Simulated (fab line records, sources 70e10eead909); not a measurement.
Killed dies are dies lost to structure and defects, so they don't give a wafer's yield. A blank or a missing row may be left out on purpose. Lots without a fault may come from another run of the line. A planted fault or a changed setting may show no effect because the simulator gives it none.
Which tool did it? | flow nand_harc | 24 lots, 72 wafers sampled, at 6 steps of a route of 1159

WHAT THE GAUGES READ, wafer by wafer
The record holds no reading of a measuring or inspecting step that can be judged against a usual standard deviation.

WHICH TOOL RAN EACH LOT (tool, then ch and the chambers of the sampled wafers, then the start)
lot  | NHARC_A_STAIRCASE_ETCH_15                     | NHARC_A_STAIRCASE_TRIM_198                    | NHARC_A_STAIRCASE_ETCH_221                    | NHARC_A_STAIRCASE_ETCH_223                  | NHARC_A_STAIRCASE_TRIM_226                  | NHARC_A_STAIRCASE_ETCH_230
L074 | rie_diel-07 ch 0,1,2, no start                | rie_diel-07 ch 0,1,3, no start                | rie_diel-07 ch 1,2,3, no start                | rie_diel-07 ch 0,1,3, no start              | rie_diel-07 ch 0,2,3, no start              | rie_diel-07 ch 1,2,3, no start
L075 | rie_diel-07 ch 0,1, no start                  | rie_diel-06 ch 2,3, no start                  | rie_diel-07 ch 1,2, no start                  | rie_diel-07 ch 1,3, no start                | rie_diel-07 ch 0,3, no start                | rie_diel-07 ch 0,1,3, no start
L077 | rie_diel-07 ch 0,2,3, no start                | rie_diel-07 ch 0,1,2, no start                | rie_diel-06 ch 2,3, no start                  | rie_diel-06 ch 0,1,2, no start              | rie_diel-06 ch 1,2, no start                | rie_diel-07 ch 1,2, no start
L076 | rie_diel-06 ch 0,1,3, no start                | rie_diel-06 ch 0,3, no start                  | rie_diel-09 ch 0,1, no start                  | rie_diel-09 ch 0,2, no start                | rie_diel-09 ch 1,2,3, no start              | rie_diel-06 ch 1,2, no start
L079 | rie_diel-07 ch 1,2, no start                  | rie_diel-06 ch 0,1,3, no start                | rie_diel-07 ch 0,1,3, no start                | rie_diel-07 ch 0,3, no start                | rie_diel-07 ch 0,1,2, no start              | rie_diel-07 ch 1,2, no start
L078 | rie_diel-06 ch 0,3, no start                  | rie_diel-07 ch 0,1, no start                  | rie_diel-09 ch 1,3, no start                  | rie_diel-09 ch 1,3, no start                | rie_diel-09 ch 0,1,2, no start              | rie_diel-07 ch 1,2, no start
L080 | rie_diel-07 ch 0,2, no start                  | rie_diel-07 ch 0,1,3, no start                | rie_diel-07 ch 0,2, no start                  | rie_diel-07 ch 0,1,2, no start              | rie_diel-07 ch 1,2, no start                | rie_diel-09 ch 0,3, no start
L081 | rie_diel-07 ch 0,1,2, no start                | rie_diel-07 ch 0,1,2, no start                | rie_diel-09 ch 0,2,3, no start                | rie_diel-09 ch 2,3, no start                | rie_diel-09 ch 2,3, no start                | rie_diel-06 ch 0,1,3, no start
L083 | rie_diel-09 ch 0,1,3, day 12 22:29 or earlier | rie_diel-06 ch 1,2,3, day 12 22:29 or earlier | rie_diel-06 ch 0,1,3, day 12 22:29 or earlier | rie_diel-06 ch 0,1, day 12 22:29 or earlier | rie_diel-06 ch 0,2, day 12 22:29 or earlier | rie_diel-09 ch 0,3, day 12 22:29
L082 | rie_diel-09 ch 0,2, no start                  | rie_diel-07 ch 1,2,3, no start                | rie_diel-09 ch 0,1,3, no start                | rie_diel-09 ch 1,3, no start                | rie_diel-09 ch 0,1,3, no start              | rie_diel-07 ch 0,2,3, no start
L085 | rie_diel-06 ch 0,1, no start                  | rie_diel-07 ch 0,1, no start                  | rie_diel-06 ch 0,1,2, no start                | rie_diel-06 ch 0,1,2, no start              | rie_diel-06 ch 0,2, no start                | rie_diel-07 ch 1,2, no start
L084 | rie_diel-09 ch 0,2,3, no start                | rie_diel-09 ch 0,1,3, no start                | rie_diel-06 ch 0,2, no start                  | rie_diel-06 ch 0,1, no start                | rie_diel-06 ch 0,1, no start                | rie_diel-06 ch 0,2, no start
L086 | rie_diel-09 ch 0,3, no start                  | rie_diel-09 ch 2,3, no start                  | rie_diel-06 ch 2,3, no start                  | rie_diel-06 ch 0,2,3, no start              | rie_diel-06 ch 2,3, no start                | rie_diel-06 ch 0,1, no start
L087 | rie_diel-09 ch 0,1, no start                  | rie_diel-06 ch 1,2,3, no start                | rie_diel-09 ch 1,2,3, no start                | rie_diel-09 ch 0,1,3, no start              | rie_diel-09 ch 0,3, no start                | rie_diel-07 ch 0,3, no start
L089 | rie_diel-07 ch 1,2,3, no start                | rie_diel-09 ch 0,1,3, no start                | rie_diel-06 ch 1,2, no start                  | rie_diel-06 ch 1,3, no start                | rie_diel-06 ch 1,2, no start                | rie_diel-06 ch 1,3, no start
L090 | rie_diel-06 ch 1,2, no start                  | rie_diel-06 ch 1,2, no start                  | rie_diel-09 ch 0,1,2, no start                | rie_diel-09 ch 0,2, no start                | rie_diel-09 ch 0,1, no start                | rie_diel-07 ch 0,1,3, no start
L088 | rie_diel-07 ch 2,3, no start                  | rie_diel-07 ch 0,3, no start                  | rie_diel-06 ch 1,2,3, no start                | rie_diel-06 ch 1,3, no start                | rie_diel-06 ch 1,2,3, no start              | rie_diel-06 ch 1,2,3, no start
L091 | rie_diel-06 ch 1,2,3, no start                | rie_diel-06 ch 2,3, no start                  | rie_diel-06 ch 1,2,3, no start                | rie_diel-06 ch 1,2, no start                | rie_diel-06 ch 1,2, no start                | rie_diel-09 ch 0,1, no start
L093 | rie_diel-09 ch 0,1,3, no start                | rie_diel-09 ch 1,2, no start                  | rie_diel-06 ch 1,2,3, no start                | rie_diel-06 ch 2,3, no start                | rie_diel-06 ch 1,2, no start                | rie_diel-07 ch 0,1, no start
L092 | rie_diel-06 ch 1,2,3, no start                | rie_diel-09 ch 0,1,3, no start                | rie_diel-07 ch 1,2,3, no start                | rie_diel-07 ch 1,2,3, no start              | rie_diel-07 ch 0,2, no start                | rie_diel-07 ch 0,1, no start
L095 | rie_diel-07 ch 0,1, no start                  | rie_diel-06 ch 2,3, no start                  | rie_diel-09 ch 0,2, no start                  | rie_diel-09 ch 0,2, no start                | rie_diel-09 ch 0,2, no start                | rie_diel-07 ch 0,1, no start
L094 | rie_diel-07 ch 0,1,3, no start                | rie_diel-09 ch 0,1,3, no start                | rie_diel-07 ch 1,2,3, no start                | rie_diel-07 ch 0,2,3, no start              | rie_diel-07 ch 1,2,3, no start              | rie_diel-07 ch 0,2,3, no start
L096 | rie_diel-06 ch 2,3, no start                  | rie_diel-07 ch 0,3, no start                  | rie_diel-09 ch 0,1,2, no start                | rie_diel-09 ch 0,2, no start                | rie_diel-09 ch 0,1,2, no start              | rie_diel-09 ch 0,1, no start
L097 | rie_diel-06 ch 1,3, no start                  | rie_diel-07 ch 0,1, no start                  | rie_diel-06 ch 0,1,3, no start                | rie_diel-06 ch 0,3, no start                | rie_diel-06 ch 0,3, no start                | rie_diel-09 ch 1,3, no start
- NHARC_A_STAIRCASE_ETCH_15: etches the open film in C4F8/O2, target depth 100 nm, time 40.5 s.
- NHARC_A_STAIRCASE_TRIM_198: chemistry O2, time 211.2 s.
- NHARC_A_STAIRCASE_ETCH_221: etches the open film in C4F8/O2, target depth 100 nm, time 40.5 s.
- NHARC_A_STAIRCASE_ETCH_223: etches the open film in C4F8/O2, target depth 100 nm, time 40.5 s.
- NHARC_A_STAIRCASE_TRIM_226: chemistry O2, time 211.2 s.
- NHARC_A_STAIRCASE_ETCH_230: etches the open film in C4F8/O2, target depth 100 nm, time 40.5 s.

WHAT THE TOOLS THEMSELVES READ (means of the sampled wafers that have a number; where no wafer has one, the mark that the record gives instead)
NHARC_A_STAIRCASE_ETCH_15.
lot  | tool        | oes_product_au (a.u.) | rf_vpp_V (V)
L074 | rie_diel-07 | 0.947                 | 894
L075 | rie_diel-07 | 0.951                 | 890
L077 | rie_diel-07 | 0.950                 | 897
L076 | rie_diel-06 | 0.941                 | 893
L079 | rie_diel-07 | 0.959                 | 893
L078 | rie_diel-06 | 0.949                 | 891
L080 | rie_diel-07 | 0.944                 | 898
L081 | rie_diel-07 | 0.946                 | 893
L083 | rie_diel-09 | 0.949                 | 897
L082 | rie_diel-09 | 0.940                 | 897
L085 | rie_diel-06 | 0.939                 | 891
L084 | rie_diel-09 | 0.939                 | 897
L086 | rie_diel-09 | 0.934                 | 898
L087 | rie_diel-09 | 0.939                 | 895
L089 | rie_diel-07 | 0.952                 | 895
L090 | rie_diel-06 | 0.942                 | 895
L088 | rie_diel-07 | 0.956                 | 899
L091 | rie_diel-06 | 0.950                 | 896
L093 | rie_diel-09 | 0.942                 | 897
L092 | rie_diel-06 | 0.945                 | 896
L095 | rie_diel-07 | 0.948                 | 889
L094 | rie_diel-07 | 0.943                 | 893
L096 | rie_diel-06 | 0.957                 | 898
L097 | rie_diel-06 | 0.928                 | 894

NHARC_A_STAIRCASE_TRIM_198.
lot  | tool        | drypump_motor_current_A (A) | mfc_ar_sccm (sccm) | oes_product_au (a.u.) | rf_vpp_V (V) | showerhead_plenum_p_Torr (Torr) | throttle_valve_pct (%)
L074 | rie_diel-07 | 6.2                         | 0.011              | 1.003                 | 57.4         | 3.45                            | 17.037
L075 | rie_diel-06 | 5.7                         | 0.000              | 1.001                 | 57.6         | 3.59                            | 17.025
L077 | rie_diel-07 | 6.0                         | 0.011              | 1.010                 | 58.0         | 3.47                            | 17.033
L076 | rie_diel-06 | 5.9                         | 0.001              | 1.004                 | 57.5         | 3.49                            | 17.032
L079 | rie_diel-06 | 5.9                         | 0.001              | 0.995                 | 57.7         | 3.44                            | 17.028
L078 | rie_diel-07 | 6.3                         | 0.021              | 1.002                 | 58.0         | 3.38                            | 17.037
L080 | rie_diel-07 | 6.3                         | 0.011              | 1.008                 | 57.4         | 3.45                            | 17.036
L081 | rie_diel-07 | 6.1                         | 0.011              | 1.012                 | 57.3         | 3.46                            | 17.039
L083 | rie_diel-06 | 5.7                         | 0.000              | 0.997                 | 56.8         | 3.54                            | 17.039
L082 | rie_diel-07 | 5.9                         | 0.000              | 1.009                 | 58.3         | 3.53                            | 17.035
L085 | rie_diel-07 | 6.3                         | 0.021              | 1.007                 | 57.6         | 3.37                            | 17.037
L084 | rie_diel-09 | 5.7                         | 0.013              | 0.994                 | 58.2         | 3.56                            | 17.041
L086 | rie_diel-09 | 6.3                         | 0.003              | 0.998                 | 58.1         | 3.59                            | 17.033
L087 | rie_diel-06 | 5.7                         | 0.000              | 0.998                 | 57.7         | 3.53                            | 17.039
L089 | rie_diel-09 | 5.6                         | 0.013              | 1.007                 | 57.3         | 3.55                            | 17.034
L090 | rie_diel-06 | 5.7                         | 0.000              | 1.004                 | 57.8         | 3.48                            | 17.035
L088 | rie_diel-07 | 6.4                         | 0.011              | 0.998                 | 58.3         | 3.52                            | 17.043
L091 | rie_diel-06 | 5.4                         | 0.000              | 1.008                 | 57.9         | 3.58                            | 17.036
L093 | rie_diel-09 | 6.0                         | 0.010              | 0.998                 | 58.9         | 3.59                            | 17.035
L092 | rie_diel-09 | 5.6                         | 0.013              | 0.986                 | 58.2         | 3.55                            | 17.032
L095 | rie_diel-06 | 5.4                         | 0.000              | 1.002                 | 57.3         | 3.58                            | 17.031
L094 | rie_diel-09 | 5.6                         | 0.013              | 0.997                 | 57.6         | 3.55                            | 17.031
L096 | rie_diel-07 | 6.5                         | 0.021              | 1.005                 | 56.9         | 3.45                            | 17.039
L097 | rie_diel-07 | 6.1                         | 0.011              | 1.003                 | 56.9         | 3.33                            | 17.036

NHARC_A_STAIRCASE_ETCH_221.
lot  | tool        | oes_product_au (a.u.) | rf_vpp_V (V)
L074 | rie_diel-07 | 0.945                 | 897
L075 | rie_diel-07 | 0.931                 | 898
L077 | rie_diel-06 | 0.933                 | 899
L076 | rie_diel-09 | 0.936                 | 898
L079 | rie_diel-07 | 0.929                 | 892
L078 | rie_diel-09 | 0.949                 | 899
L080 | rie_diel-07 | 0.938                 | 895
L081 | rie_diel-09 | 0.928                 | 897
L083 | rie_diel-06 | 0.940                 | 893
L082 | rie_diel-09 | 0.937                 | 896
L085 | rie_diel-06 | 0.927                 | 893
L084 | rie_diel-06 | 0.931                 | 892
L086 | rie_diel-06 | 0.950                 | 898
L087 | rie_diel-09 | 0.939                 | 899
L089 | rie_diel-06 | 0.939                 | 894
L090 | rie_diel-09 | 0.953                 | 897
L088 | rie_diel-06 | 0.930                 | 895
L091 | rie_diel-06 | 0.942                 | 897
L093 | rie_diel-06 | 0.933                 | 896
L092 | rie_diel-07 | 0.957                 | 896
L095 | rie_diel-09 | 0.923                 | 897
L094 | rie_diel-07 | 0.933                 | 896
L096 | rie_diel-09 | 0.928                 | 897
L097 | rie_diel-06 | 0.953                 | 892

NHARC_A_STAIRCASE_ETCH_223.
lot  | tool        | oes_product_au (a.u.) | rf_vpp_V (V)
L074 | rie_diel-07 | 0.936                 | 892
L075 | rie_diel-07 | 0.943                 | 896
L077 | rie_diel-06 | 0.922                 | 892
L076 | rie_diel-09 | 0.939                 | 897
L079 | rie_diel-07 | 0.942                 | 896
L078 | rie_diel-09 | 0.935                 | 898
L080 | rie_diel-07 | 0.943                 | 894
L081 | rie_diel-09 | 0.940                 | 898
L083 | rie_diel-06 | 0.948                 | 891
L082 | rie_diel-09 | 0.923                 | 898
L085 | rie_diel-06 | 0.941                 | 893
L084 | rie_diel-06 | 0.934                 | 889
L086 | rie_diel-06 | 0.953                 | 894
L087 | rie_diel-09 | 0.924                 | 897
L089 | rie_diel-06 | 0.937                 | 894
L090 | rie_diel-09 | 0.936                 | 896
L088 | rie_diel-06 | 0.925                 | 894
L091 | rie_diel-06 | 0.938                 | 894
L093 | rie_diel-06 | 0.948                 | 897
L092 | rie_diel-07 | 0.959                 | 896
L095 | rie_diel-09 | 0.937                 | 896
L094 | rie_diel-07 | 0.937                 | 896
L096 | rie_diel-09 | 0.932                 | 897
L097 | rie_diel-06 | 0.957                 | 894

NHARC_A_STAIRCASE_TRIM_226.
lot  | tool        | drypump_motor_current_A (A) | mfc_ar_sccm (sccm) | oes_product_au (a.u.) | rf_vpp_V (V) | showerhead_plenum_p_Torr (Torr) | throttle_valve_pct (%)
L074 | rie_diel-07 | 6.3                         | 0.011              | 1.001                 | 57.7         | 3.56                            | 17.024
L075 | rie_diel-07 | 6.5                         | 0.021              | 1.003                 | 57.3         | 3.47                            | 17.034
L077 | rie_diel-06 | 5.4                         | 0.000              | 1.001                 | 58.3         | 3.55                            | 17.038
L076 | rie_diel-09 | 6.1                         | 0.013              | 1.001                 | 57.6         | 3.59                            | 17.043
L079 | rie_diel-07 | 6.0                         | 0.011              | 1.006                 | 57.6         | 3.47                            | 17.035
L078 | rie_diel-09 | 5.6                         | 0.010              | 1.006                 | 57.7         | 3.57                            | 17.042
L080 | rie_diel-07 | 5.8                         | 0.000              | 1.002                 | 58.4         | 3.56                            | 17.043
L081 | rie_diel-09 | 6.3                         | 0.006              | 1.000                 | 58.1         | 3.59                            | 17.034
L083 | rie_diel-06 | 5.4                         | 0.002              | 1.004                 | 56.8         | 3.40                            | 17.044
L082 | rie_diel-09 | 5.6                         | 0.013              | 0.999                 | 57.6         | 3.56                            | 17.049
L085 | rie_diel-06 | 5.4                         | 0.002              | 0.999                 | 58.0         | 3.39                            | 17.034
L084 | rie_diel-06 | 5.9                         | 0.001              | 0.997                 | 57.7         | 3.38                            | 17.036
L086 | rie_diel-06 | 5.4                         | 0.000              | 1.006                 | 58.6         | 3.59                            | 17.035
L087 | rie_diel-09 | 5.3                         | 0.003              | 0.997                 | 57.7         | 3.53                            | 17.037
L089 | rie_diel-06 | 5.3                         | 0.000              | 0.998                 | 57.6         | 3.54                            | 17.042
L090 | rie_diel-09 | 5.5                         | 0.019              | 1.002                 | 58.5         | 3.55                            | 17.035
L088 | rie_diel-06 | 5.7                         | 0.000              | 0.999                 | 57.7         | 3.52                            | 17.040
L091 | rie_diel-06 | 5.3                         | 0.000              | 0.995                 | 58.1         | 3.53                            | 17.043
L093 | rie_diel-06 | 5.4                         | 0.000              | 1.004                 | 57.7         | 3.53                            | 17.041
L092 | rie_diel-07 | 6.1                         | 0.011              | 0.999                 | 58.6         | 3.57                            | 17.031
L095 | rie_diel-09 | 5.7                         | 0.000              | 1.005                 | 58.1         | 3.55                            | 17.036
L094 | rie_diel-07 | 6.0                         | 0.000              | 1.008                 | 58.5         | 3.52                            | 17.032
L096 | rie_diel-09 | 5.6                         | 0.010              | 0.999                 | 58.3         | 3.55                            | 17.039
L097 | rie_diel-06 | 5.8                         | 0.002              | 0.999                 | 57.5         | 3.38                            | 17.042

NHARC_A_STAIRCASE_ETCH_230.
lot  | tool        | oes_product_au (a.u.) | rf_vpp_V (V)
L074 | rie_diel-07 | 0.947                 | 896
L075 | rie_diel-07 | 0.942                 | 893
L077 | rie_diel-07 | 0.926                 | 894
L076 | rie_diel-06 | 0.938                 | 897
L079 | rie_diel-07 | 0.942                 | 896
L078 | rie_diel-07 | 0.941                 | 898
L080 | rie_diel-09 | 0.974                 | 897
L081 | rie_diel-06 | 0.957                 | 892
L083 | rie_diel-09 | 0.951                 | 896
L082 | rie_diel-07 | 0.957                 | 897
L085 | rie_diel-07 | 0.976                 | 893
L084 | rie_diel-06 | 0.953                 | 895
L086 | rie_diel-06 | 0.940                 | 889
L087 | rie_diel-07 | 0.969                 | 896
L089 | rie_diel-06 | 0.938                 | 894
L090 | rie_diel-07 | 0.959                 | 893
L088 | rie_diel-06 | 0.931                 | 896
L091 | rie_diel-09 | 0.954                 | 897
L093 | rie_diel-07 | 0.954                 | 889
L092 | rie_diel-07 | 0.945                 | 889
L095 | rie_diel-07 | 0.933                 | 889
L094 | rie_diel-07 | 0.951                 | 897
L096 | rie_diel-09 | 0.929                 | 897
L097 | rie_diel-09 | 0.921                 | 897

THE ANSWER, worked out from the rows above alone
Rule: what is usual is taken from the lots themselves. Put in order of their means at a reading, lots are off if they are a third of the lots or fewer, leave a main group of 4 or more, and stand apart from it by a gap of 3 or more times the standard deviation of the main group's means; of several such gaps the widest counts. A main group whose means are all the same, to the digits that the tables above print for the reading, isn't used. A lot without any number at a reading at which 4 lots or more have one is off too. The other lots that the step has rows for count as sound. The gauges are gone through in route order, then the tools' own readings, and for those a lot's mean is taken as printed above. The first step at which some lot is off is used, and at that step the reading that is off furthest; a lot without a number counts as furthest.
No lot is off at any reading shown: from this, nothing can be told.

WHAT THE SIMULATOR HAD PUT IN
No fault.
